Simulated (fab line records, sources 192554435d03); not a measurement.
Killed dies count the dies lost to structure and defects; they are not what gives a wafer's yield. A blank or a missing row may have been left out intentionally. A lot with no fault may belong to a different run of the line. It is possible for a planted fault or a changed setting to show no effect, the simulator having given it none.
Struck lot and sound lot, side by side || flow n5_finfet || 15 out of 1938 route steps
Sound: wafers L173.1, L173.2, L173.5. The struck wafers were L165.2, L165.5. The cause comes at the end.
Order at every step that has rows: each side's tool, ch and its chambers, its first start. Under that, the readings that differ: sound wafers || struck wafers || difference of the means || sigmas: that difference in standard deviations of wafers without a fault.
alike: readings whose means differ by less than 2 such deviations, and words and numbers that are the same on both sides. not compared: withheld readings, readings that some wafer has no value for, bounds like >300 that may hide the same value, and numbers for which the record gives no deviation and whose values overlap.
Wherever a step has rows on one side only, a row that says differs or no value, or a row with sigmas, the two part there. When numbers do not overlap yet have no deviation, they are printed without sigmas and do not part them. A reading missing from all wafers of one side parts the sides only when that side holds two or more wafers.

first, 6 steps without rows for these wafers: N5_BEOL_M9_COAT_22 (resist thk 30 nm); N5_BEOL_M9_EBR_24; N5_BEOL_M9_SOFTBAKE_23 (time 60 s); N5_BEOL_M9_EXPOSE_25 (exposes mask V8); N5_BEOL_M9_PEB_26 (peb time 60 s); N5_BEOL_M9_DEVELOP_27 (develop time 30 s).
N5_BEOL_M9_CD_MEAS_28 targets a cd of 70 nm.
  sound on cd_sem-02 ch 0, day 15 19:46; struck on cd_sem-03 ch 0, day 11 16:20
  alike: cd_nm
N5_BEOL_M9_OVL_MEAS_29:
  sound on overlay-01 ch 0, day 15 19:48; struck on overlay-02 ch 0, day 11 16:23
  alike: V8_OVL
N5_BEOL_M9_INSPECT_30: inspects for defects (brightfield).
  sound: defect_inspect-02 at day 15 19:52; struck: defect_inspect-02 at day 11 16:26
  alike: raw_defect_count
N5_BEOL_M9_DESCUM_33: chemistry O2, time 7 s.
  sound on rie_diel-03 ch 0,3, day 15 20:08; struck on rie_diel-02 ch 1,2, day 11 16:28
{"reading": "drypump_motor_current_A (A)", "sound": "5.6 5.5 5.7", "struck": "6.4 6.4", "difference": "+0.8", "sigmas": "+2"}
  alike: oes_product_au, rf_vpp_V, showerhead_plenum_p_Torr, throttle_valve_pct
  not compared: rf_hours_counter_h
N5_BEOL_M9_ETCH_76: etches underlayer in N2/H2, target depth 6.5 nm, time 5.2 s.
  sound on rie_diel-03 ch 0,3, day 15 20:10; struck on rie_diel-02 ch 1,2, day 11 16:30
  alike: drypump_motor_current_A, etch_rf_on_time_s, n2_flow_sccm, oes_product_au, rf_vpp_V, showerhead_plenum_p_Torr, throttle_valve_pct
  not compared: rf_hours_counter_h
N5_BEOL_M9_ETCH_65: etches SiARC in CF4, target depth 15.6 nm, time 26 s.
  sound on rie_diel-03 ch 0,3, day 15 20:11; struck on rie_diel-02 ch 1,2, day 11 16:31
{"reading": "etch_rf_on_time_s (s)", "sound": "27.0 26.2 27.4", "struck": "26.0 25.7", "difference": -1.0, "sigmas": -2}
  alike: drypump_motor_current_A, oes_product_au, rf_vpp_V, showerhead_plenum_p_Torr, throttle_valve_pct
  not compared: rf_hours_counter_h
N5_BEOL_M9_ETCH_66: etches SOC in N2/H2, target depth 80 nm, overetch 16 nm, time 120 s.
  sound on rie_diel-03 ch 0,3, day 15 20:13; struck on rie_diel-02 ch 1,2, day 11 16:33
{"reading": "run_length_s (s)", "sound": "143.2 144.0 143.5", "struck": "159.5 159.3", "difference": "+15.8", "sigmas": "+38"}
{"reading": "model.SiARC_of_BEOL_M9_COAT_64.thk_nm (nm)", "sound": "6.8 6.4 6.8", "struck": "5.8 5.6", "difference": -1.0, "sigmas": ""}
  alike: drypump_motor_current_A, n2_flow_sccm, oes_product_au, rf_vpp_V, showerhead_plenum_p_Torr, throttle_valve_pct
  not compared: rf_hours_counter_h
then, 1 step without rows for these wafers: N5_BEOL_M9_STRIP_69 (strips in N2/H2).
N5_PASSIVATION_PROBE_49:
  sound wafers here have rows in the record (prober-01, day 19 03:02); struck ones have none

== WHERE THEY PART ==
Last at N5_PASSIVATION_PROBE_49 as far as this record goes, first at N5_BEOL_M9_DESCUM_33.

WHY: the cause the simulator had injected
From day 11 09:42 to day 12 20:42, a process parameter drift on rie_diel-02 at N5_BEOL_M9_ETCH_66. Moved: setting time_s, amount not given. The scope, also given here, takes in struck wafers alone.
